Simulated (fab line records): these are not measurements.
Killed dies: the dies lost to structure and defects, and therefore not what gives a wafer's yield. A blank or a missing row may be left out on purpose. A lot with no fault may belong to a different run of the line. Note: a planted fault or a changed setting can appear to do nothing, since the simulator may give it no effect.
Comparing a struck lot with a sound one	flow n5-finfet	27 out of 1938 route steps
Sound: wafers L154.2, L154.5, L154.6. Struck: wafer L160.2. (L160.4 of the same lot was not struck and is left out.) The cause comes at the end.
Per side, at each step with rows, come the tool, then ch with its chambers, and then its first start. Under that, the readings that differ: sound wafers	struck wafers	difference of the means	sigmas: that difference in standard deviations of wafers without a fault.
alike: same words and numbers on both sides, and readings whose means sit less than 2 such deviations apart. not compared: any withheld reading, any reading some wafer has no value for, any bound like >300 that may hide the same value, and any number with overlapping values for which the record gives no deviation.
Wherever a step has rows on one side only, a row that says differs or no value, or a row with sigmas, the two part there. When numbers do not overlap yet have no deviation, they are printed without sigmas and do not part them. A reading that every wafer of one side lacks parts them only if that side has two wafers or more.

first, 3 steps without rows for these wafers: N5_DUMMY_REMOVAL_PRECLEAN_04 (cleans in DHF, time 37 s); N5_DUMMY_REMOVAL_SRD_05 (time 30 s); N5_HKMG_FIN_IL_REGROW_00 (material SiO2, chemistry O3, target thk 0.75 nm, time 30 s).
N5_HKMG_FIN_HK_ALD_01: deposits HfO2, target thk 1.6 nm, pulse time 3 s, purge time 3 s.
  sound on ald-hk-03 ch 1,2, day 4 12:26; struck on ald-hk-01 ch 1, day 6 03:46
reading	sound	struck	difference	sigmas
precursor-pulse-height-rel	0.990 1.020 0.975	1.042	+0.047	+2
then, 1 step without rows for these wafers: N5_HKMG_FIN_HK_ANNEAL_02 (time 30 s).
N5_HKMG_FIN_ALD_74: deposits La2O3, target thk 0.5 nm, pulse time 6 s, co reactant pulse time 1 s.
  sound on ald-hk-02 ch 0,2,3, day 4 12:53; struck on ald-hk-03 ch 3, day 6 04:22
reading	sound	struck	difference	sigmas
heater-power-w (W)	361 443 354	315	-71	-2
  alike: precursor-pulse-height-rel
N5_HKMG_FIN_ALD_75: deposits Al2O3, target thk 1 nm, co reactant pulse time 1 s.
  sound on ald-hk-02 ch 0,2,3, day 4 12:58; struck on ald-hk-03 ch 3, day 6 04:27
  alike: heater-power-w, precursor-pulse-height-rel
then, 5 steps without rows for these wafers: N5_HKMG_FIN_COAT_41 (time 60 s, resist thk 300 nm); N5_HKMG_FIN_COAT_42 (time 60 s, resist thk 35 nm); N5_HKMG_FIN_COAT_43 (resist thk 90 nm); N5_HKMG_FIN_EBR_45; N5_HKMG_FIN_SOFTBAKE_44 (time 60 s).
N5_HKMG_FIN_EXPOSE_46: exposes mask NDIPOLE.
  sound on arfi-scanner-01 ch 0, day 4 13:19; struck on arfi-scanner-01 ch 0, day 6 04:47
  alike: mask
then, 2 steps without rows for these wafers: N5_HKMG_FIN_PEB_47 (peb time 60 s); N5_HKMG_FIN_DEVELOP_48 (develop time 30 s).
N5_HKMG_FIN_CD_MEAS_49: the cd target is 202 nm.
  sound on cd-sem-01 ch 0, day 4 13:26; struck on cd-sem-01 ch 0, day 6 04:55
reading	sound	struck	difference	sigmas
cd-nm (nm)	202.3 201.8 202.3	221.5	+19.4	+32
N5_HKMG_FIN_OVL_MEAS_50:
  sound on overlay-02 ch 0, day 4 13:28; struck on overlay-01 ch 0, day 6 04:56
  alike: NDIPOLE_OVL
N5_HKMG_FIN_INSPECT_61: inspects for defects (macro).
  sound: defect-inspect-02 at day 4 13:29; struck: defect-inspect-01 at day 6 04:58
  alike: raw-defect-count
then, 1 step without rows for these wafers: N5_HKMG_FIN_DESCUM_53 (chemistry O2, time 7.9 s).
N5_HKMG_FIN_ETCH_54: etches SiARC in CF4, target depth 45.5 nm, time 75.8 s.
  sound on rie-diel-06 ch 0,2,3, day 4 13:33; struck on rie-diel-06 ch 2, day 6 05:02
reading	sound	struck	difference	sigmas
model.HKMG_FIN.cd-offset-nm (nm)	0 0.2 0	19.6	+19.5	
  alike: drypump-motor-current-A, etch-rf-on-time-s, oes-product-au, rf-vpp-V, showerhead-plenum-p-Torr, throttle-valve-pct
  not compared: rf-hours-counter-h
N5_HKMG_FIN_ETCH_55: etches SOC in N2/H2, target depth 240 nm, time 300 s.
  sound on rie-diel-06 ch 0,2,3, day 4 13:37; struck on rie-diel-06 ch 2, day 6 05:05
  alike: drypump-motor-current-A, oes-product-au, rf-vpp-V, showerhead-plenum-p-Torr, throttle-valve-pct
  not compared: rf-hours-counter-h
then, 2 steps without rows for these wafers: N5_HKMG_FIN_STRIP_56 (strips in N2/H2); N5_HKMG_FIN_STRIP_57 (strips in CF4).
N5_HKMG_FIN_ETCH_58: etches SOC in N2/H2, target depth 215.8 nm, time 741 s.
  sound on rie-diel-06 ch 0,2,3, day 4 13:49; struck on rie-diel-06 ch 2, day 6 05:18
reading	sound	struck	difference	sigmas
model.HKMG_FIN.cd-offset-nm (nm)	-0.4 -0.6 0	19.4	+19.7	
  alike: drypump-motor-current-A, oes-product-au, rf-vpp-V, showerhead-plenum-p-Torr, throttle-valve-pct
  not compared: rf-hours-counter-h
N5_HKMG_FIN_STRIP_93: strips SOC in N2/H2, time 20 s.
  sound on rie-diel-06 ch 0,2,3, day 4 14:14; struck on rie-diel-06 ch 2, day 6 05:44
reading	sound	struck	difference	sigmas
rf-vpp-V (V)	54.3 54.6 54.6	52.1	-2.4	-3
  alike: bias-power-w, drypump-motor-current-A, oes-product-au, showerhead-plenum-p-Torr, throttle-valve-pct
  not compared: rf-hours-counter-h
-- record jumps: 4 days separate the struck wafers' starts on either side; left off in module HKMG_FIN, taken up again in module BEOL_M4, whose first shown step is the route's number 1111 --
N5_BEOL_M4_RC_MEAS_101:
  sound on prober-02 ch 0, day 8 15:05; struck on prober-01 ch 0, day 10 08:20
reading	sound	struck	difference	sigmas
VT_P (mV)	-249.1 -247.9 -244.8	-254.2	-6.9	-2
  alike: DIBL_N, DIBL_P, IOFF_N, IOFF_P, ION_N, ION_P, SS_N, SS_P, VT_N
-- the record jumps here: 4 days lie between the struck wafers' starts before and after (it left off in module BEOL_M4 and takes up again in module PASSIVATION, whose first step shown is number 1936 of the route) --
N5_PASSIVATION_PROBE_49:
  only the struck wafers here have rows in the record (prober-02, day 14 13:32); the sound ones have none

WHERE THEY PART
Earliest at N5_HKMG_FIN_HK_ALD_01; latest, in this record, at N5_PASSIVATION_PROBE_49.

WHY: whatever the simulator had introduced
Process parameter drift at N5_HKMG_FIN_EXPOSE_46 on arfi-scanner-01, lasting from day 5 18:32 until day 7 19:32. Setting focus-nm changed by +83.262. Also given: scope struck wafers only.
